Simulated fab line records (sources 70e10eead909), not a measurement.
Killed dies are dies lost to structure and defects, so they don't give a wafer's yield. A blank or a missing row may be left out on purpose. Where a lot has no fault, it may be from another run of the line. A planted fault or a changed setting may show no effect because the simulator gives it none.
Chamber matching + flow nandHarc + 3 sister chambers for NHARC_P_M0_DEP_32 on pecvd-04
The step deposits SiCN, target thk 30 nm. 3 wafers are shown with their chamber, then 8 later ones without.

WAFERS PAIRED WITH THEIR CHAMBERS
| wafer  | chamber | heaterPowerW (W) |
|--------|---------|------------------|
| L087.4 | 1       | 584              |
| L087.6 | 0       | 501              |
| L090.2 | 2       | 662              |

WAFERS WITH NO CHAMBER GIVEN
| wafer  | heaterPowerW (W) |
|--------|------------------|
| L090.5 | 706              |
| L090.6 | 677              |
| L093.1 | 553              |
| L093.2 | 617              |
| L093.5 | 563              |
| L095.4 | 540              |
| L095.5 | 661              |
| L095.6 | 663              |

THE CHAMBER EACH PASSED THROUGH
| wafer  | from the rows above     | in truth                   |
|--------|-------------------------|----------------------------|
| L090.5 | 2                       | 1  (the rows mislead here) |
| L090.6 | 2                       | 2                          |
| L093.1 | can't be placed: 1 or 0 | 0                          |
| L093.2 | can't be placed: 1 or 2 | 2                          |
| L093.5 | can't be placed: 1 or 0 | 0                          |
| L095.4 | can't be placed: 0 or 1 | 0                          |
| L095.5 | 2                       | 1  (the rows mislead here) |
| L095.6 | 2                       | 2                          |
Placed correctly: 2 of 8. Not placeable from these rows: 4 (in 4, the candidates include the true chamber). 2 placed wrongly.
How it was worked out, from the rows above alone: a wafer's distance from a chamber is the root of the sum, over the readings, of the square of ((its reading less the chamber's mean) divided by the reading's scatter). If the next closest chamber is less than 2 further off than the closest, the wafer can't be placed; otherwise it belongs to the closest. A chamber's mean is the mean of its shown wafers. The scatter (one wafer shown for each chamber): square how far every hidden wafer sits from the nearest shown wafer, average those squares and take the square root.
